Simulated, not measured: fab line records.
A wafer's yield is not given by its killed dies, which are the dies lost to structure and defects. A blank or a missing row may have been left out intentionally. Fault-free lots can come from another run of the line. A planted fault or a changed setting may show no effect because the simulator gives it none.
What tool caused it? / flow nand_harc / 18 wafers from 6 lots sampled at 2 of the route's 1302 steps

WHAT EACH GAUGE READ, for each wafer
NHARC_A_ONON_D2_THK_MEAS_34: measures by ellipsometry.
lot=L599; measured=day 13 09:27; on=film_metro-01; thk_nm (nm)=201 197 201
lot=L604; measured=day 15 13:41; on=film_metro-01; thk_nm (nm)=201 205 204
lot=L605; measured=day 16 04:26; on=film_metro-02; thk_nm (nm)=199 201 201
lot=L608; measured=day 17 08:24; on=film_metro-02; thk_nm (nm)=197 199 198
lot=L614; measured=day 19 15:03; on=film_metro-02; thk_nm (nm)=218 220 222
lot=L621; measured=day 22 13:46; on=film_metro-01; thk_nm (nm)=196 198 199

EACH LOT AND THE TOOL THAT RAN IT (in order: tool; ch and the chambers of the sampled wafers; start)
lot=L599; NHARC_A_ONON_D2_DEP_33=pecvd-04 ch 0,1,2, day 13 09:02
lot=L604; NHARC_A_ONON_D2_DEP_33=pecvd-01 ch 0,1,2, day 15 13:16
lot=L605; NHARC_A_ONON_D2_DEP_33=pecvd-01 ch 0,1, day 16 03:59
lot=L608; NHARC_A_ONON_D2_DEP_33=pecvd-02 ch 0,2, day 17 08:05
lot=L614; NHARC_A_ONON_D2_DEP_33=pecvd-02 ch 0,1,2, day 19 14:41
lot=L621; NHARC_A_ONON_D2_DEP_33=pecvd-01 ch 0,1,2, day 22 13:22
- NHARC_A_ONON_D2_DEP_33: deposits SiO2, target thk 200 nm.

THE ANSWER, worked out from the rows above alone
Rule: usual is defined by the lots themselves. Put in order of their means at a reading, lots are off if they are a third of the lots or fewer, leave a main group of 4 or more, and stand apart from it by a gap of 3 or more times the standard deviation of the main group's means; of several such gaps the widest counts. A main group is skipped when, at the precision printed for the reading in the tables above, its means are all equal. Also off: a lot with no number at a reading for which 4 or more lots have one. All remaining lots with rows at the step are treated as sound.
Off at NHARC_A_ONON_D2_THK_MEAS_34 (thk_nm): L614. The main group has a mean of 200 nm with a standard deviation of 2.
If a tool, at a process step before that reading, ran all the lots that are off and no sound lot after the first of them, it fits. Gauges at NHARC_A_ONON_D2_THK_MEAS_34: tried the same way as those tools. This does not decide it: 2 tools fit, namely pecvd-02 at NHARC_A_ONON_D2_DEP_33 and film_metro-02 at NHARC_A_ONON_D2_THK_MEAS_34.

WHAT THE SIMULATOR HAD INSERTED
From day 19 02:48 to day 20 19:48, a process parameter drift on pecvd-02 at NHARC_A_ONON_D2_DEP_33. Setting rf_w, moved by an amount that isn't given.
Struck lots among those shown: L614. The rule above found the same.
